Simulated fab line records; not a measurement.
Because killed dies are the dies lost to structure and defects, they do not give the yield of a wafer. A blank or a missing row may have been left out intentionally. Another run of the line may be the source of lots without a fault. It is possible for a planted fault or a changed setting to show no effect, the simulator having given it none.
A lot that was struck, set against a sound lot ; flow nand harc ; 15 out of 1159 route steps
Sound: wafers L841.1, L841.3, L841.5. Struck: wafers L856.2, L856.6. (L856.3 of the same lot was not struck and is left out.) The cause comes at the end.
At each step with rows: each side's tool, then ch and its chambers, then its first start. Under that, the readings that differ: sound wafers ; struck wafers ; difference of the means ; sigmas: that difference in standard deviations of wafers without a fault.
alike: a reading whose means differ by less than 2 such deviations, as well as words and numbers matching on both sides. not compared: withheld readings; readings where some wafer has no value; bounds like >300 that might hide an equal value; numbers whose values overlap and for which the record gives no deviation.
A row with sigmas, a row that says differs or no value, or rows on one side alone: a step with any of these is where the two part. When numbers do not overlap yet have no deviation, they are printed without sigmas and do not part them. Lack of a reading on every wafer of one side parts them only where that side has two or more wafers.

first, 7 steps without rows for these wafers: NHARC_A_SLIT_HMDS_02 (time 30 s); NHARC_A_SLIT_COAT_03 (resist thk 90 nm); NHARC_A_SLIT_SOFTBAKE_04 (time 55 s); NHARC_A_SLIT_EBR_05; NHARC_A_SLIT_EXPOSE_06 (exposes mask SLIT); NHARC_A_SLIT_PEB_07 (peb time 65 s); NHARC_A_SLIT_DEVELOP_08 (develop time 35 s).
NHARC_A_SLIT_CD_MEAS_09: the cd target is 300 nm.
  sound on cd sem-01 ch 0, day 15 00:06; struck on cd sem-01 ch 0, day 18 11:48
  alike: cd nm
NHARC_A_SLIT_OVL_MEAS_10:
  struck on overlay-02, day 18 11:53; sound on overlay-01, day 15 00:11
  alike: overlay x nm, overlay y nm
NHARC_A_SLIT_INSPECT_11:
  struck on defect inspect-02, day 18 11:55; sound on defect inspect-02, day 15 00:13
  alike: raw defect count
NHARC_A_SLIT_DESCUM_14: chemistry O2, time 3 s.
  sound on rie diel-01 ch 0,1,2, day 15 00:18; struck on rie diel-01 ch 0, day 18 11:59
  alike: drypump motor current A, oes product au, rf vpp V, showerhead plenum p Torr, throttle valve pct
  not compared: rf hours counter h
NHARC_A_SLIT_ETCH_24: etches the open film in CF4/CHF3, target depth 121 nm, time 60.5 s.
  sound on rie diel-01 ch 0,2, day 15 00:22; struck on rie diel-01 ch 2,3, day 18 12:04
  alike: bias w, cf4 flow sccm, drypump motor current A, oes product au, rf vpp V, showerhead plenum p Torr, throttle valve pct
  not compared: rf hours counter h
NHARC_A_SLIT_ETCH_15: etches the open film in O2/COS, target depth 3200 nm, time 832 s.
  sound on rie diel-01 ch 2,3, day 15 00:31; struck on rie diel-01 ch 3, day 18 12:09
reading;sound;struck;difference;sigmas
oes product au (a.u.);0.998 0.988 0.989;0.852 0.839;-0.146;-15
  alike: bias w, drypump motor current A, rf vpp V, showerhead plenum p Torr, throttle valve pct
  not compared: rf hours counter h
NHARC_A_SLIT_ETCH_17: etches the open film in C4F8/O2/Ar, time 1687.5 s, target depth 10100 nm.
  sound on har etch-01 ch 0,1, day 15 02:22; struck on har etch-01 ch 0,1, day 18 13:01
  alike: drypump motor current A, showerhead plenum p Torr, throttle valve pct
  not compared: rf hours counter h
-- jump in the record: it breaks off in module A_SLIT and resumes in module END (first step shown: number 1159 of the route), and 6 days separate the struck wafers' starts before and after --
NHARC_END_SORT_01:
  only the struck wafers appear in the record here, on prober-02 ch 0 at day 24 10:20; the sound ones have no rows

== WHERE THEY PART ==
Earliest at NHARC_A_SLIT_ETCH_15; latest, in this record, at NHARC_END_SORT_01.

WHY: the cause the simulator had injected
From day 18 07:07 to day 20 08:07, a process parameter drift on rie diel-01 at NHARC_A_SLIT_ETCH_15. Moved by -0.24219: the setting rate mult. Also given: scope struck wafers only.
